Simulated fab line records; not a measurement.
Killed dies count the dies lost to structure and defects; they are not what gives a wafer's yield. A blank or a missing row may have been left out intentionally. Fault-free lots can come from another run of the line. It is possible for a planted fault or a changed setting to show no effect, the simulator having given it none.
Which tool did it? / flow nand harc / 36 wafers from 12 lots sampled at 4 of the route's 1302 steps

## WHAT EACH GAUGE READ, for each wafer
NHARC_A_ONON_D1_THK_MEAS_24: measures by ellipsometry. Usual: thk nm at 1001 nm, with a standard deviation of 8.6.
lot=L975; measured=day 8 09:58; on=film metro-01; thk nm (nm)=1010 1008 1007; flag=
lot=L974; measured=day 8 09:58; on=film metro-02; thk nm (nm)=984 987 986; flag=
lot=L977; measured=day 9 12:52; on=film metro-02; thk nm (nm)=997 997 998; flag=
lot=L978; measured=day 9 12:52; on=film metro-01; thk nm (nm)=984 987 984; flag=
lot=L979; measured=day 10 13:34; on=film metro-01; thk nm (nm)=992 993 991; flag=
lot=L980; measured=day 10 21:16; on=film metro-02; thk nm (nm)=1021 1022 1021; flag=
lot=L982; measured=day 11 14:57; on=film metro-01; thk nm (nm)=1006 1004 1006; flag=
lot=L984; measured=day 12 13:26; on=film metro-02; thk nm (nm)=1013 1012 1014; flag=
lot=L989; measured=day 14 11:07; on=film metro-02; thk nm (nm)=1009 1009 1007; flag=
lot=L990; measured=day 15 00:35; on=film metro-01; thk nm (nm)=993 994 992; flag=
lot=L996; measured=day 17 13:08; on=film metro-02; thk nm (nm)=1004 1004 1004; flag=
lot=L997; measured=day 17 20:49; on=film metro-02; thk nm (nm)=1001 1000 1002; flag=

NHARC_A_ONON_D1_THK_MEAS_34: measures by ellipsometry. Usual: thk nm at 199.6 nm, with a standard deviation of 3.
lot=L975; measured=day 8 11:41; on=film metro-01; thk nm (nm)=194.5 197.8 197.7; flag=
lot=L974; measured=day 8 11:35; on=film metro-01; thk nm (nm)=191.5 194.9 196.8; flag=
lot=L977; measured=day 9 14:28; on=film metro-01; thk nm (nm)=196.6 197.1 196.2; flag=
lot=L978; measured=day 9 14:35; on=film metro-02; thk nm (nm)=196.2 198.7 203.3; flag=
lot=L979; measured=day 10 15:10; on=film metro-02; thk nm (nm)=197.5 200.5 201.2; flag=
lot=L980; measured=day 10 22:53; on=film metro-02; thk nm (nm)=198.3 200.2 200.6; flag=
lot=L982; measured=day 11 16:33; on=film metro-02; thk nm (nm)=193.3 194.7 200.5; flag=
lot=L984; measured=day 12 15:03; on=film metro-01; thk nm (nm)=197.2 195.7 195.7; flag=
lot=L989; measured=day 14 12:43; on=film metro-01; thk nm (nm)=170.3 200.5 203.3; flag=
lot=L990; measured=day 15 02:11; on=film metro-01; thk nm (nm)=200.9 201.7 175.2; flag=
lot=L996; measured=day 17 14:46; on=film metro-02; thk nm (nm)=199.6 197.4 201.5; flag=
lot=L997; measured=day 17 22:26; on=film metro-02; thk nm (nm)=194.8 197.6 198.2; flag=

NHARC_A_CHANNEL_HOLE_D1_CD_MEAS_10: the cd target is 100 nm. Usual: cd nm at 100.0 nm, with a standard deviation of 0.46.
lot=L975; measured=day 8 14:29; on=cd sem-03; cd nm (nm)=99.7 100.1 99.5; flag=
lot=L974; measured=day 8 14:16; on=cd sem-02; cd nm (nm)=100.0 100.0 100.3; flag=
lot=L977; measured=day 9 21:28; on=cd sem-03; cd nm (nm)=100.1 99.6 99.8; flag=
lot=L978; measured=day 9 22:16; on=cd sem-03; cd nm (nm)=100.5 100.1 99.5; flag=
lot=L979; measured=day 10 17:57; on=cd sem-02; cd nm (nm)=99.9 99.7 99.2; flag=
lot=L980; measured=day 11 01:39; on=cd sem-01; cd nm (nm)=100.4 100.1 100.3; flag=
lot=L982; measured=day 12 00:25; on=cd sem-02; cd nm (nm)=100.4 100.9 100.0; flag=
lot=L984; measured=day 12 18:21; on=cd sem-01; cd nm (nm)=100.2 99.9 100.1; flag=
lot=L989; measured=day 14 17:19; on=cd sem-01; cd nm (nm)=99.7 99.9 100.4; flag=
lot=L990; measured=day 15 06:06; on=cd sem-03; cd nm (nm)=99.8 99.8 99.4; flag=
lot=L996; measured=day 17 17:40; on=cd sem-03; cd nm (nm)=99.3 100.0 99.4; flag=
lot=L997; measured=day 18 02:07; on=cd sem-01; cd nm (nm)=100.7 99.9 99.9; flag=

## WHAT TOOL EACH LOT RAN ON (gives the tool, then ch and the chambers of the sampled wafers, and finally the start)
lot=L975; NHARC_A_ONON_D1_DEP_33=pecvd-02 ch 0,1, day 8 11:09
lot=L974; NHARC_A_ONON_D1_DEP_33=pecvd-04 ch 1,2, day 8 11:16
lot=L977; NHARC_A_ONON_D1_DEP_33=pecvd-04 ch 0,1,2, day 9 14:03
lot=L978; NHARC_A_ONON_D1_DEP_33=pecvd-02 ch 0,2, day 9 14:11
lot=L979; NHARC_A_ONON_D1_DEP_33=pecvd-04 ch 0,1, day 10 14:45
lot=L980; NHARC_A_ONON_D1_DEP_33=pecvd-03 ch 0,1,2, day 10 22:28
lot=L982; NHARC_A_ONON_D1_DEP_33=pecvd-02 ch 0,1,2, day 11 16:09
lot=L984; NHARC_A_ONON_D1_DEP_33=pecvd-03 ch 0,1,2, day 12 14:38
lot=L989; NHARC_A_ONON_D1_DEP_33=pecvd-04 ch 0,1,2, day 14 12:19
lot=L990; NHARC_A_ONON_D1_DEP_33=pecvd-04 ch 0,1, day 15 01:49
lot=L996; NHARC_A_ONON_D1_DEP_33=pecvd-02 ch 0,2, day 17 14:22
lot=L997; NHARC_A_ONON_D1_DEP_33=pecvd-02 ch 0,2, day 17 22:03
- NHARC_A_ONON_D1_DEP_33: deposits SiO2, target thk 200 nm.

## AS READ BY THE TOOLS THEMSELVES (means over the sampled wafers that have a number; for cases with no such wafer, the mark the record gives instead)
NHARC_A_ONON_D1_DEP_33. Usual: heater power w 577 W, standard deviation 84; rf fwd power W 898.2 W, standard deviation 2.5; showerhead vpp V 1913 V, standard deviation 84; susceptor temp C 400.01 C, standard deviation 0.25; throttle valve pct 16.3 %, standard deviation 0.46.
lot=L975; tool=pecvd-02; heater power w (W)=619; rf fwd power W (W)=900.0; showerhead vpp V (V)=1983; susceptor temp C (C)=400.24; throttle valve pct (%)=16.0; flag=
lot=L974; tool=pecvd-04; heater power w (W)=496; rf fwd power W (W)=896.1; showerhead vpp V (V)=1917; susceptor temp C (C)=399.95; throttle valve pct (%)=16.5; flag=
lot=L977; tool=pecvd-04; heater power w (W)=540; rf fwd power W (W)=900.7; showerhead vpp V (V)=1891; susceptor temp C (C)=400.05; throttle valve pct (%)=16.6; flag=
lot=L978; tool=pecvd-02; heater power w (W)=730; rf fwd power W (W)=898.0; showerhead vpp V (V)=1970; susceptor temp C (C)=400.37; throttle valve pct (%)=16.2; flag=
lot=L979; tool=pecvd-04; heater power w (W)=539; rf fwd power W (W)=897.9; showerhead vpp V (V)=1844; susceptor temp C (C)=399.99; throttle valve pct (%)=16.3; flag=
lot=L980; tool=pecvd-03; heater power w (W)=570; rf fwd power W (W)=899.5; showerhead vpp V (V)=1850; susceptor temp C (C)=400.21; throttle valve pct (%)=15.9; flag=
lot=L982; tool=pecvd-02; heater power w (W)=632; rf fwd power W (W)=898.1; showerhead vpp V (V)=1977; susceptor temp C (C)=400.23; throttle valve pct (%)=16.3; flag=
lot=L984; tool=pecvd-03; heater power w (W)=577; rf fwd power W (W)=895.7; showerhead vpp V (V)=1859; susceptor temp C (C)=400.06; throttle valve pct (%)=15.8; flag=
lot=L989; tool=pecvd-04; heater power w (W)=544; rf fwd power W (W)=778.7; showerhead vpp V (V)=1726; susceptor temp C (C)=399.76; throttle valve pct (%)=16.3; flag=OFF
lot=L990; tool=pecvd-04; heater power w (W)=594; rf fwd power W (W)=780.3; showerhead vpp V (V)=1662; susceptor temp C (C)=400.29; throttle valve pct (%)=16.1; flag=OFF
lot=L996; tool=pecvd-02; heater power w (W)=619; rf fwd power W (W)=898.9; showerhead vpp V (V)=2002; susceptor temp C (C)=399.67; throttle valve pct (%)=16.5; flag=
lot=L997; tool=pecvd-02; heater power w (W)=647; rf fwd power W (W)=900.4; showerhead vpp V (V)=1986; susceptor temp C (C)=399.91; throttle valve pct (%)=16.3; flag=

## THE ANSWER, worked out from the rows above alone
Rule: take the mean of a lot's wafers that have a number; if it is more than 3 standard deviations from the usual mean, the lot is off. A lot without any number at a reading at which 4 lots or more have one is off too. All remaining lots with rows at the step are treated as sound. Order of review: gauges by route order, followed by the tools' own readings, for which a lot's mean as printed above is used. At the first step where some lot is off, the reading lying furthest off is the one used; lots without a number count as furthest.
Off: L989, L990 (NHARC_A_ONON_D1_DEP_33, rf fwd power W).
A tool fits if, at that step or a process step before it, it ran every lot that is off, and no sound lot after the first of them. One fits: NHARC_A_ONON_D1_DEP_33 on pecvd-04. Its last sound lot is L979 (day 10 14:45), its first lot that is off L989 (day 14 12:19): a fault that began between those two fits.
The tool's own readings at NHARC_A_ONON_D1_DEP_33 bear it out: on the lots that are off they differ by more than 5 times the standard deviation of the sound lots' means. rf fwd power W reads 779.5 W there against 898.5 W on the sound lots.

## WHAT THE SIMULATOR HAD INSERTED
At NHARC_A_ONON_D1_DEP_33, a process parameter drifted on pecvd-04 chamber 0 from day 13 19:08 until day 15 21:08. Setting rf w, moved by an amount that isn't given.
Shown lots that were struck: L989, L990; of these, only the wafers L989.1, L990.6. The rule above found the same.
